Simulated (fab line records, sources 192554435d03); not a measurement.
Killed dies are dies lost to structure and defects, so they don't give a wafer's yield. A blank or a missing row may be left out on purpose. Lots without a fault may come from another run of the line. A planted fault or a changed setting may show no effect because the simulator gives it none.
fab line records | flow n5_finfet
record lots=5 wafers=15 last_day=16
route steps=1938 shown HKMG_FIN@437 GATE_CUT@465 BEOL_M4@1111 PASSIVATION@1936
lots that met no fault: from a run of the same line without faults
start_h: hours from the record's first day to the start of the lot's first wafer shown | wait_h: hours since the lot's step before | " the same as in the row above | L1.1+2: a row that stands for several wafers | - no value, or no start given | * or withheld: withheld | < > ~ a bound
route shown NAME@n: a module of which the file shows steps, and the number in the route of the first | usual: mean/standard deviation of fault-free wafers | same: alike in all rows | chamber/n: place in a boat | sites: the reading at each site | _std_site: their standard deviation | _edge_site: outer sites' mean less inner sites' | radius_mm: how far each site lies from the wafer's centre | mask NAME#n: copy n | behind: the tool/chamber that last shaped the wafer | hold: why the lot was held/for how many hours/how that ended | device: the transistor (n, p or np) that didn't switch | end of line: the same wafers' tests at the end of the route | a step without rows: its recipe alone | killed: dies lost to structure and defects at the first sort, not the wafer's yield | map: a wafer's dies, x killed, . not, _ none there
set.NAME: the setting as run; set.NAME@STEP: as run at that earlier step | model.NAME: the simulator's own value behind a step, which no gauge read
lots at some steps of the route; a table a step, a row a wafer
services: from which hour (start_h, from the record's first day; less than 0 if before it) a tool's chamber was out of use, for how many hours, and why
## steps
# step N5_HKMG_FIN_STRIP_34
# recipe chemistry=CF4 resist=SiARC power_w=300 bias_power_w=75 pressure_mtorr=50 cf4_flow_sccm=150 rf_frequency_hz=6e+07
# step N5_HKMG_FIN_ETCH_35
# recipe chemistry=N2/H2 target=SOC target_depth_a=2158 ion_energy_ev=65 bias_w=5 source_w=3000 time_s=243.4 pressure_mtorr=30 n2_flow_sccm=200 h2_flow_sccm=200
# step N5_HKMG_FIN_STRIP_92
# recipe chemistry=N2/H2 material=SOC time_s=20 power_w=500 temp_c=40 pressure_mtorr=50 rf_frequency_hz=6e+07 bias_power_w=8 h2_frac=0.5 n2_flow_sccm=300 h2_flow_sccm=300
# step N5_HKMG_FIN_WET_ETCH_18
# recipe chemistry=SC1 target=TiN mix=1:1:5 temp_c=* time_s=55 target_depth_nm=5.2 dry=ipa_marangoni rinse_time_s=30 rinse_temp_c=23
# step N5_HKMG_FIN_STRIP_19
# recipe chemistry=N2/H2 power_w=2500 temp_c=300 h2_frac=0.65 time_s=360 pressure_mtorr=withheld n2_flow_sccm=1750 h2_flow_sccm=3250
# step N5_HKMG_FIN_ALD_91
# recipe material=TiN target_thk_a=10 temp_c=400 ald_precursor_family=TiCl4 ald_co_reactant=NH3 pulse_time_s=1 purge_time_s=3 co_reactant_purge_time_s=2 co_reactant_pulse_time_s=2 ald_cycles=47 pressure_torr=3
# step N5_HKMG_FIN_COAT_85
# recipe resist=SOC temp_c=250 time_s=60 spin_rpm=1500 resist_thk_nm=300
# step N5_HKMG_FIN_ETCH_86
# recipe chemistry=N2/H2 target=SOC target_depth_a=3932 stop_on=TiN ion_energy_ev=100 bias_w=61 pressure_mtorr=30 source_w=850 n2_flow_sccm=200 h2_flow_sccm=200
# step N5_HKMG_FIN_STRIP_89
# recipe chemistry=N2/H2 material=SOC time_s=20 power_w=500 temp_c=40 pressure_mtorr=50 rf_frequency_hz=6e+07 bias_power_w=8 h2_frac=0.5 n2_flow_sccm=300 h2_flow_sccm=300
# step N5_HKMG_FIN_WET_ETCH_87
# recipe chemistry=SC1 target=TiN mix=1:2:40 temp_c=50 time_s=154.2 target_depth_nm=4.7 dry=ipa_marangoni rinse_time_s=30 rinse_temp_c=23
# step N5_HKMG_FIN_STRIP_88
# recipe chemistry=N2/H2 power_w=2500 temp_c=300 h2_frac=0.65 time_s=360 pressure_mtorr=withheld n2_flow_sccm=1750 h2_flow_sccm=3250
# step N5_HKMG_FIN_NWFM_ALD_20
# recipe material=TiAlC target_thk_a=20 temp_c=300 ald_precursor_family=TiCl4 ald_co_reactant=TEA pulse_time_s=3 purge_time_s=2 co_reactant_purge_time_s=2 co_reactant_pulse_time_s=10 ald_cycles=7 pressure_torr=3
# step N5_HKMG_FIN_ALD_71
# recipe material=TiN target_thk_a=10 temp_c=400 ald_precursor_family=TiCl4 ald_co_reactant=NH3 pulse_time_s=1 purge_time_s=3 co_reactant_purge_time_s=2 co_reactant_pulse_time_s=2 ald_cycles=47 pressure_torr=3
# usual ald_cycles=47/0 chamber_pressure_Torr=3.000/0.0069 heater_power_w=869/110 precursor_pulse_height_rel=1.000/0.019 susceptor_temp_C=400.02/0.2
# columns lot.wafer tool chamber start_h wait_h ald_cycles chamber_pressure_Torr heater_power_w precursor_pulse_height_rel susceptor_temp_C
L784.2 ald_metal-04 1 77.68 0.0 47 3.000 786 1.027 400.26
L784.4 " 3 " " 47 3.006 752 0.982 400.56
L784.6 " 0 " " 47 3.012 777 0.986 400.17
L793.4 ald_metal-03 0 132.96 0.0 - - - - -
L793.5 " 2 " " - - - - -
L793.6 " 1 " " - - - - -
L794.1 ald_metal-04 0 140.50 0.0 - - - - -
L794.2 " 3 " " - - - - -
L794.5 " 0 " " - - - - -
L795.1 ald_metal-01 2 147.00 0.0 - - - - -
L795.2 " 0 " " - - - - -
L795.4 " 1 " " - - - - -
L797.2 ald_metal-04 2 153.22 0.0 47 3.010 770 1.020 400.15
L797.3 " 3 " " 47 3.003 763 1.006 400.09
L797.6 " 3 " " 47 2.996 755 1.005 400.01
# step N5_HKMG_FIN_COAT_66
# recipe resist=SOC temp_c=250 time_s=60 spin_rpm=1500 resist_thk_nm=300
# step N5_HKMG_FIN_ETCH_67
# recipe chemistry=N2/H2 target=SOC target_depth_a=3889 stop_on=TiN ion_energy_ev=100 bias_w=61 pressure_mtorr=30 source_w=850 n2_flow_sccm=200 h2_flow_sccm=200
# step N5_HKMG_FIN_STRIP_90
# recipe chemistry=N2/H2 material=SOC time_s=20 power_w=500 temp_c=40 pressure_mtorr=50 rf_frequency_hz=6e+07 bias_power_w=8 h2_frac=0.5 n2_flow_sccm=300 h2_flow_sccm=300
# step N5_HKMG_FIN_WET_ETCH_73
# recipe chemistry=SC1 mix=1:2:40 temp_c=50 time_s=42.3 target_depth_nm=1.3 dry=ipa_marangoni rinse_time_s=30 rinse_temp_c=23
# step N5_HKMG_FIN_ETCHBACK_68
# recipe chemistry=Cl2/Ar stop_on=HfO2 target_depth_a=5 pressure_mtorr=10 icp_w=600 bias_w=60 Cl2_flow_sccm=40 Ar_flow_sccm=60
# step N5_HKMG_FIN_STRIP_69
# recipe chemistry=N2/H2 power_w=2500 temp_c=300 h2_frac=0.65 time_s=360 pressure_mtorr=withheld n2_flow_sccm=1750 h2_flow_sccm=3250
# step N5_HKMG_FIN_ALD_21
# recipe material=TiN target_thk_a=15 temp_c=400 ald_precursor_family=TiCl4 ald_co_reactant=NH3 pulse_time_s=1 purge_time_s=3 co_reactant_purge_time_s=2 co_reactant_pulse_time_s=2 ald_cycles=68 pressure_torr=3
# step N5_HKMG_FIN_ALD_72
# recipe material=W target_thk_a=20 temp_c=300 pressure_torr=7.5 ald_precursor_family=WF6 ald_co_reactant=B2H6 pulse_time_s=1 purge_time_s=2 co_reactant_purge_time_s=2 co_reactant_pulse_time_s=3 ald_cycles=7
# step N5_HKMG_FIN_W_FILL_22
# recipe material=W target_thk_a=600 temp_c=400 pressure_torr=39.4 time_s=18.2
# step N5_HKMG_FIN_PRECLEAN_83
# recipe chemistry=DIW time_s=57.5 temp_c=23
# step N5_HKMG_FIN_SRD_84
# recipe dry_time_s=32 dry=n2_spin spin_rpm=1500
# step N5_HKMG_FIN_CMP_23
# recipe stop_on=SiNx t_overpolish_s=10 post_cmp_clean=rinse_only down_force_psi=4 platen_rpm=50.289 pad_velocity_m_s=1.0006 target_thk_nm=46.326
# step N5_HKMG_FIN_CMP_94
# recipe stop_on=SiNx post_cmp_clean=w_dilute_nh4oh t_overpolish_s=4.7 down_force_psi=4 platen_rpm=50.289 pad_velocity_m_s=1.0006 target_thk_nm=43.299
# step N5_GATE_CUT_ETCHBACK_00
# recipe chemistry=SF6/Cl2 target=W pressure_mtorr=8 icp_w=900 bias_w=80 SF6_flow_sccm=40 Cl2_flow_sccm=60
# step N5_GATE_CUT_ETCH_56
# recipe chemistry=Cl2/Ar target=TiN target_depth_a=216 pressure_mtorr=10 icp_w=600 bias_w=60 Cl2_flow_sccm=40 Ar_flow_sccm=60
# step N5_GATE_CUT_ETCHBACK_30
# recipe chemistry=Cl2/Ar target=TiN target_depth_a=30 mode=isotropic pressure_mtorr=10 icp_w=600 bias_w=60 Cl2_flow_sccm=40 Ar_flow_sccm=60
# step N5_GATE_CUT_VAPOR_ETCH_60
# recipe chemistry=BCl3/Cl2 target=HfO2 mode=isotropic
# step N5_GATE_CUT_ETCH_58
# recipe chemistry=CH3F/O2 target=SiNx target_depth_a=170 time_s=128.6 ion_energy_ev=50 pressure_mtorr=30 source_w=415 bias_w=21 Ar_flow_sccm=150 CH3F_flow_sccm=30 O2_flow_sccm=20
# step N5_GATE_CUT_STRIP_59
# recipe chemistry=N2/H2 time_s=20 power_w=100 temp_c=40 pressure_mtorr=100 rf_frequency_hz=6e+07 bias_power_w=3 n2_flow_sccm=300 h2_flow_sccm=300
# step N5_GATE_CUT_PRECLEAN_31
# recipe temp_c=23 chemistry=DIW time_s=300
# step N5_GATE_CUT_SRD_32
# recipe time_s=30 temp_c=23 rinse_liquid=diw dry=ipa_marangoni
# step N5_GATE_CUT_SAC_CAP_01
# recipe material=SiNx target_thk_a=240 temp_c=400 ald_precursor_family=SiH2I2 ald_co_reactant=N2/H2-plasma pulse_time_s=1 ald_cycles=480 purge_time_s=2 co_reactant_purge_time_s=2 pressure_torr=2
# step N5_GATE_CUT_PECVD_57
# recipe material=SiNx target_thk_a=210 temp_c=400 precursor=SiH4/NH3/N2 pressure_torr=1.5 rf_w=300
# step N5_GATE_CUT_CMP_02
# recipe stop_on=SiO2 t_overpolish_s=12.7 post_cmp_clean=alkaline_brush down_force_psi=2.5 platen_rpm=51.8 pad_velocity_m_s=1.0307 target_thk_nm=0
# step N5_GATE_CUT_HM_DEP_46
# recipe material=SiO2 target_thk_a=1300 temp_c=400 precursor=TEOS/O2 pressure_torr=6.5 rf_w=900 teos_flow_sccm=161.4 gas=O2 flow_sccm=2650 time_s=26.6
# step N5_GATE_CUT_COAT_34
# recipe resist=SOC temp_c=250 time_s=60 spin_rpm=1500 resist_thk_nm=60
# step N5_BEOL_M4_RC_MEAS_101
# usual DIBL_N=36.0/2.2 DIBL_P=36.2/2.4 IOFF_N=0.16/0.035 IOFF_N_85C=3.1/0.57 IOFF_N_LIN=0.073/0.013 IOFF_N_LONG=5.49e-05/1.8e-06 IOFF_P=0.21/0.037 IOFF_P_85C=3.6/0.54 IOFF_P_LIN=0.099/0.013 IOFF_P_LONG=0.000105/6.9e-06 ION_N=672/13 ION_P=461/7 SS_N=71.4/0.69 SS_P=73.2/0.75 VT_N=250/3.4 VT_N_LONG=275.3/1.9 VT_N_LVT=99/3.6 VT_P=-251/3 VT_P_LONG=-275.6/2.6 VT_P_LVT=-99.1/2.7
# columns lot.wafer tool chamber start_h wait_h DIBL_N[mV/V] DIBL_P[mV/V] IOFF_N[nA/um] IOFF_N_85C[nA/um] IOFF_N_LIN[nA/um] IOFF_N_LONG[nA/um] IOFF_P[nA/um] IOFF_P_85C[nA/um] IOFF_P_LIN[nA/um] IOFF_P_LONG[nA/um] ION_N[uA/um] ION_P[uA/um] SS_N[mV/dec] SS_P[mV/dec] VT_N[mV] VT_N_LONG[mV] VT_N_LVT[mV] VT_P[mV] VT_P_LONG[mV] VT_P_LVT[mV]
L784.2 prober-01 0 205.17 0.2 36.3 36.5 0.16 3.3 0.077 5.65e-05 0.20 3.5 0.093 9.5e-05 671 455 72.0 73.4 250 275.9 97 -253 -277.4 -99.9
L784.4 " 0 " " 35.2 36.3 0.15 3.1 0.075 5.55e-05 0.20 3.4 0.091 0.000102 683 467 70.9 73.0 247 276.4 97 -252 -279.2 -100.4
L784.6 " 0 " " 36.4 37.6 0.18 3.5 0.084 5.57e-05 0.21 3.6 0.094 8.8e-05 677 460 72.2 73.9 244 274.5 95 -252 -279.5 -100.1
L793.4 prober-02 0 261.53 0.5 38.8 40.7 0.03 0.8 0.015 2.49e-05 0.38 6.0 0.177 0.000155 566 482 71.8 73.6 298 328.0 146 -234 -262.9 -84.6
L793.5 " 0 " " 37.5 39.5 0.03 0.7 0.013 2.41e-05 0.33 5.4 0.158 0.000157 550 471 72.1 73.4 298 324.5 150 -241 -262.2 -86.1
L793.6 " 0 " " 41.8 43.7 0.05 1.1 0.019 2.5e-05 0.47 7.3 0.205 0.000157 579 493 72.7 74.8 293 328.0 141 -232 -258.7 -82.8
L794.1 prober-02 0 264.42 0.0 35.7 36.6 0.03 0.8 0.013 2.49e-05 0.40 6.3 0.189 0.000166 567 492 71.2 73.6 299 323.0 147 -236 -259.8 -81.2
L794.2 " 0 " " 36.3 35.6 0.03 0.7 0.013 2.49e-05 0.37 5.9 0.179 0.000175 563 483 71.5 73.7 296 326.7 148 -234 -261.1 -82.6
L794.5 " 0 " " 34.7 33.7 0.03 0.7 0.012 2.56e-05 0.33 5.2 0.163 0.000173 559 486 71.6 72.2 300 325.4 149 -236 -258.8 -83.1
L797.2 prober-01 0 271.02 0.2 37.4 37.4 0.19 3.6 0.086 5.6e-05 0.24 4.0 0.107 0.000104 672 462 71.8 73.5 248 273.3 92 -250 -277.6 -95.6
L797.3 " 0 " " 37.3 37.3 0.18 3.4 0.083 5.59e-05 0.22 3.7 0.100 0.000103 676 462 71.7 73.2 249 272.6 93 -249 -275.8 -96.8
L797.6 " 0 " " 35.7 35.6 0.15 2.9 0.070 5.65e-05 0.20 3.4 0.092 9.8e-05 665 455 71.8 73.0 250 273.4 96 -251 -273.7 -98.7
L795.1 prober-02 0 272.79 0.0 34.9 36.2 0.03 0.7 0.013 2.33e-05 0.30 5.0 0.145 0.000145 560 475 71.9 73.1 297 320.4 147 -239 -266.3 -89.4
L795.2 " 0 " " 35.6 36.9 0.03 0.8 0.014 2.44e-05 0.35 5.6 0.162 0.000148 570 479 72.1 73.2 298 321.5 147 -237 -262.5 -87.0
L795.4 " 0 " " 35.9 37.3 0.03 0.8 0.014 2.33e-05 0.34 5.5 0.158 0.000148 562 478 71.5 73.8 296 326.7 147 -240 -262.2 -87.4
# step N5_PASSIVATION_PROBE_49
# usual defect_limited_yield=91.2/1.4 killed_at_M0_to_M3=34/9.4 killed_at_M4_up=14/5.6 killed_at_contacts=13/7.8 killed_at_front_end=37/10 killed_at_other=4/3.3 killed_dies=103/17 killed_open=68/13 killed_short=33/8.2 sort_bin_4_leakage=0.00/0.0071 sort_bin_5_function=5.1/0.92 sort_bin_6_memory=3.3/0.71 sort_bin_8_speed=0.01/0.043 sort_n_pass=1077/17 sort_yield_pct=91.2/1.4
# same gross_dies=1180 killed_at_back_side=0
# columns lot.wafer tool chamber start_h wait_h defect_limited_yield[%] killed_at_M0_to_M3 killed_at_M4_up killed_at_contacts killed_at_front_end killed_at_other killed_dies killed_open killed_short sort_bin_4_leakage[%] sort_bin_5_function[%] sort_bin_6_memory[%] sort_bin_8_speed[%] sort_n_pass sort_yield_pct[%]
L784.2 prober-02 - 310.52 0.1 91.4 36 3 31 28 4 102 71 30 0 5.1 3.1 0 1078 91.4
L784.4 prober-02 - 310.62 0.2 91.9 25 11 32 22 5 95 58 31 0 5.0 2.5 0 1085 91.9
L784.6 prober-02 - 310.72 0.3 88.1 31 7 51 51 1 141 101 40 0 6.8 4.7 0 1039 88.1
L793.4 prober-01 - 362.92 0.2 90.0 39 12 16 46 5 118 72 44 0.34 5.5 3.9 89.66 0 0
L793.5 prober-01 - 362.97 0.2 91.9 28 7 21 30 10 96 66 30 0 4.9 2.9 91.86 0 0
L793.6 prober-01 - 363.02 0.3 92.3 28 7 23 28 5 91 65 23 5.68 4.2 3.5 86.61 0 0
L794.1 prober-02 - 372.54 0.0 90.3 42 9 28 34 1 114 75 39 0.42 5.7 3.7 89.92 0 0
L794.2 prober-02 - 372.59 0.1 91.2 39 11 19 35 0 104 64 39 0 5.3 3.3 91.19 0 0
L794.5 prober-02 - 372.74 0.2 91.4 40 18 15 26 3 102 75 27 0 5.3 3.4 91.36 0 0
L795.1 prober-01 - 377.92 0.0 91.4 43 22 8 27 1 101 71 29 0.08 5.5 2.6 91.36 0 0
L795.2 prober-01 - 377.97 0.1 89.6 48 21 6 47 1 123 91 32 0.08 6.1 3.8 89.49 0 0
L795.4 prober-01 - 378.07 0.2 90.5 54 11 7 38 2 112 63 41 0.08 4.5 3.6 90.42 0 0
L797.2 prober-02 - 383.00 0.1 90.8 34 13 4 55 3 109 69 37 0 5.2 3.7 0 1071 90.8
L797.3 prober-02 - 383.05 0.1 90.4 34 14 19 39 7 113 77 35 0 5.9 3.2 0 1067 90.4
L797.6 prober-02 - 383.20 0.3 91.1 37 3 21 37 7 105 67 37 0 5.2 3.4 0 1075 91.1
# killed by level:class
L784.2 MOL_CONTACT_COAG:geometric_particle:open=25 BEOL_M3:geometric_particle:open=9 BEOL_M0_SAQP:geometric_particle:open=8 BEOL_M0_SAQP:geometric_particle:short=8 FIN_SAQP:geometric_particle:open=6 MOL_CONTACT_COAG:geometric_particle:short=6 BEOL_M2:geometric_particle:open=5 FIN_SAQP:geometric_particle:short=4
L784.4 MOL_CONTACT_COAG:geometric_particle:open=25 MOL_CONTACT_COAG:geometric_particle:short=7 BEOL_M1:geometric_particle:open=7 BEOL_M0_SAQP:geometric_particle:short=5 BEOL_M1:geometric_particle:short=5 HKMG_FIN:area_etch=5 DUMMY_GATE:geometric_particle:open=3 BEOL_M0_SAQP:geometric_particle:open=3
L784.6 MOL_CONTACT_COAG:geometric_particle:open=42 STI_FIN_REVEAL:geometric_particle:open=13 FIN_SAQP:geometric_particle:short=9 MOL_CONTACT_COAG:geometric_particle:short=9 FIN_SAQP:geometric_particle:open=7 BEOL_M0_SAQP:geometric_particle:short=7 BEOL_M2:geometric_particle:open=7 DUMMY_GATE:geometric_particle:open=5
L793.4 MOL_CONTACT_COAG:geometric_particle:open=13 STI_FIN_REVEAL:geometric_particle:open=9 BEOL_M0_SAQP:geometric_particle:short=9 BEOL_M0_SAQP:geometric_particle:open=7 GATE_CUT:geometric_particle:short=7 FIN_SAQP:geometric_particle:short=6 DUMMY_GATE:geometric_particle:open=6 FIN_SAQP:geometric_particle:open=5
L793.5 MOL_CONTACT_COAG:geometric_particle:open=17 FIN_SAQP:geometric_particle:short=9 BEOL_M2:geometric_particle:open=8 FIN_SAQP:geometric_particle:open=7 BEOL_M0:geometric_particle:open=5 MOL_CONTACT_COAG:geometric_particle:short=4 BEOL_M3:geometric_particle:open=4 MIM_TOP:geometric_particle:open=4
L793.6 MOL_CONTACT_COAG:geometric_particle:open=18 BEOL_M3:geometric_particle:open=7 BEOL_M2:geometric_particle:open=6 MOL_CONTACT_COAG:geometric_particle:short=5 BEOL_M0:geometric_particle:open=4 STI_FIN_REVEAL:geometric_particle:open=4 DUMMY_GATE:geometric_particle:open=4 BEOL_M4:geometric_particle:open=4
L794.1 MOL_CONTACT_COAG:geometric_particle:open=23 BEOL_M0_SAQP:geometric_particle:short=15 GATE_CUT:geometric_particle:open=10 BEOL_M0_SAQP:geometric_particle:open=10 STI_FIN_REVEAL:geometric_particle:open=6 GATE_CUT:geometric_particle:short=6 MOL_CONTACT_COAG:geometric_particle:short=5 BEOL_M1:geometric_particle:open=5
L794.2 BEOL_M3:geometric_particle:open=16 MOL_CONTACT_COAG:geometric_particle:open=13 FIN_SAQP:geometric_particle:short=10 BEOL_M0_SAQP:geometric_particle:short=9 GATE_CUT:geometric_particle:short=7 MOL_CONTACT_COAG:geometric_particle:short=6 BEOL_M0_SAQP:geometric_particle:open=5 BEOL_M2:geometric_particle:open=4
L794.5 MOL_CONTACT_COAG:geometric_particle:open=13 BEOL_M2:geometric_particle:open=9 BEOL_M3:geometric_particle:open=7 BEOL_M0_SAQP:geometric_particle:open=7 BEOL_M0_SAQP:geometric_particle:short=7 FIN_SAQP:geometric_particle:open=6 BEOL_M1:geometric_particle:open=6 GATE_CUT:geometric_particle:open=5
L795.1 BEOL_M0_SAQP:geometric_particle:open=18 BEOL_M0_SAQP:geometric_particle:short=12 STI_FIN_REVEAL:geometric_particle:open=11 MOL_CONTACT_COAG:geometric_particle:open=8 BEOL_M5:geometric_particle:open=7 BEOL_M2:geometric_particle:open=6 GATE_CUT:geometric_particle:short=5 BEOL_M1:geometric_particle:open=5
L795.2 STI_FIN_REVEAL:geometric_particle:open=16 BEOL_M0_SAQP:geometric_particle:open=15 BEOL_M0_SAQP:geometric_particle:short=11 FIN_SAQP:geometric_particle:open=9 BEOL_M5:geometric_particle:open=9 BEOL_M1:geometric_particle:open=8 BEOL_M2:geometric_particle:open=7 MOL_CONTACT_COAG:geometric_particle:open=6
L795.4 BEOL_M0_SAQP:geometric_particle:short=18 BEOL_M0_SAQP:geometric_particle:open=11 FIN_SAQP:geometric_particle:open=9 BEOL_M2:geometric_particle:open=8 FIN_SAQP:geometric_particle:short=7 BEOL_M1:geometric_particle:open=7 HKMG_FIN:area_etch=7 BEOL_M0:geometric_particle:short=6
L797.2 BEOL_M3:geometric_particle:open=14 STI_FIN_REVEAL:geometric_particle:open=13 FIN_SAQP:geometric_particle:short=10 FIN_SAQP:geometric_particle:open=9 GATE_CUT:geometric_particle:short=4 BEOL_M3:geometric_particle:short=4 STARTING-WAFER:geometric_particle:open=4 STI_FIN_REVEAL:geometric_particle:short=3
L797.3 MOL_CONTACT_COAG:geometric_particle:open=14 BEOL_M3:geometric_particle:open=11 FIN_SAQP:geometric_particle:open=9 FIN_SAQP:geometric_particle:short=8 STI_FIN_REVEAL:geometric_particle:open=8 BEOL_M2:geometric_particle:open=5 MOL_CONTACT_COAG:geometric_particle:short=5 BEOL_M0_SAQP:geometric_particle:short=4
L797.6 MOL_CONTACT_COAG:geometric_particle:open=15 STI_FIN_REVEAL:geometric_particle:open=10 BEOL_M0:geometric_particle:short=9 FIN_SAQP:geometric_particle:open=8 BEOL_M2:geometric_particle:open=8 BEOL_M3:geometric_particle:open=8 FIN_SAQP:geometric_particle:short=6 MOL_CONTACT_COAG:geometric_particle:short=6
# map L793.4 (x killed, . not)
_________________......x.x...________________
______________x................._____________
___________.x....x...x............x__________
__________.x..............x......x.._________
________...........x..x...xx.......x.._______
_______...x...x...x.x..................______
______.................................._____
_____...................x...x...x...x....____
____.....x.........x...x....x.............___
___x...........................x.........x.__
___.........................x..............__
__x...x.........x.x....x.......xx......x...x_
__x...xx..........x..x.........x............_
_.x...........x.x..........x......x.x....x...
_....................x.................x..x..
_......x.....x...............................
_..................x........................x
_.....x.xx...x............x.x................
_.............x............x...........x.....
_x.........x........x...xx...........x.......
_.....x.......................x..x...........
__..x.xx.x.........................x........_
__..x................x.x.................x.._
___.........x.x....................x.......__
___x...................x...x...............__
____.............x..........x.........x...___
_____.................x..................____
______...................xx....xxx......_____
_______..xx.x.x.................x......______
________...xx.....x......x............_______
__________x......x.x.....x.........._________
___________.....x..................__________
______________..............x..._____________
_________________...x........________________
# map L794.1 (x killed, . not)
_________________....x.x.....________________
______________......xx.........._____________
___________.....x...x..............__________
__________...x.................x...._________
________.........x.xx................._______
_______.............x..x..........x....______
______.................................._____
_____.x........xx.........x.....x.x......____
____..................xx....x....x........___
___...x....................x...........xx..__
___...x..................x.....x...........__
__....x...x.x......................x........_
__.x...x........x..........................._
_............x...............................
_............................................
_....x.....x..............x...........x..x...
_......x.....xx..........x......x............
_..........x........x.......x.......x........
_....x..........x........x.x.....x...........
_...............................x..x......x..
_.......xx................x................x.
__...x..x..x....x......................x...._
__.........x.................x......x......._
___......x..........xx...x.................__
___..........x...x........xx......xx.xxx...__
____......................x.x..x...x...xx.___
_____x....x.........x.x....x.............____
______....x....................x.x......_____
_______......x...........x.............______
________....................x........._______
__________.........x..x..........x.._________
___________....x............x.....x__________
______________....x.x...x.....x._____________
_________________.x..........________________
## services
# columns tool chamber start_h hours kind
ald_metal-04 - 119.93 0.2 repair
ald_metal-04 1 132.88 8.0 repair
ald_metal-03 - 141.03 0.8 repair
## key
first_sign step=N5_HKMG_FIN_ALD_71 reading=tool_record direction=missing
effect step=N5_BEOL_M4_RC_MEAS_101 reading=VT_N_LONG direction=up sigmas=27 usual=275.3 struck=324.9
effect step=N5_BEOL_M4_RC_MEAS_101 reading=IOFF_N_LONG direction=down sigmas=17 usual=5.49e-05 struck=2.45e-05
effect step=N5_BEOL_M4_RC_MEAS_101 reading=VT_N direction=up sigmas=14 usual=250 struck=297
effect step=N5_BEOL_M4_RC_MEAS_101 reading=VT_N_LVT direction=up sigmas=13 usual=99 struck=147
effect step=N5_BEOL_M4_RC_MEAS_101 reading=ION_N direction=down sigmas=8.6 usual=672 struck=564
effect step=N5_BEOL_M4_RC_MEAS_101 reading=IOFF_P_LONG direction=up sigmas=7.7 usual=0.000105 struck=0.000158
effect step=N5_BEOL_M4_RC_MEAS_101 reading=IOFF_P_LIN direction=up sigmas=5.4 usual=0.099 struck=0.171
effect step=N5_BEOL_M4_RC_MEAS_101 reading=VT_P_LONG direction=up sigmas=5.4 usual=-275.6 struck=-261.6
effect step=N5_BEOL_M4_RC_MEAS_101 reading=VT_P_LVT direction=up sigmas=5.3 usual=-99.1 struck=-84.9
effect step=N5_BEOL_M4_RC_MEAS_101 reading=VT_P direction=up sigmas=4.7 usual=-251 struck=-236
effect step=N5_BEOL_M4_RC_MEAS_101 reading=IOFF_N_LIN direction=down sigmas=4.4 usual=0.073 struck=0.014
effect step=N5_BEOL_M4_RC_MEAS_101 reading=IOFF_P direction=up sigmas=4.3 usual=0.21 struck=0.36
effect step=N5_PASSIVATION_PROBE_49 reading=sort_bin_8_speed direction=up sigmas=99+ usual=0.01 struck=90.21
met_at N5_HKMG_FIN_ALD_71
struck_wafers L793.4,L793.5,L793.6,L794.1,L794.2,L794.5,L795.1,L795.2,L795.4
onset_between 77.68 132.96
fault kind=skipped_step_whole tool=ald_metal-01,ald_metal-03,ald_metal-04 chamber=- onset_h=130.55 steps=N5_HKMG_FIN_ALD_71 scope=struck_lots_only
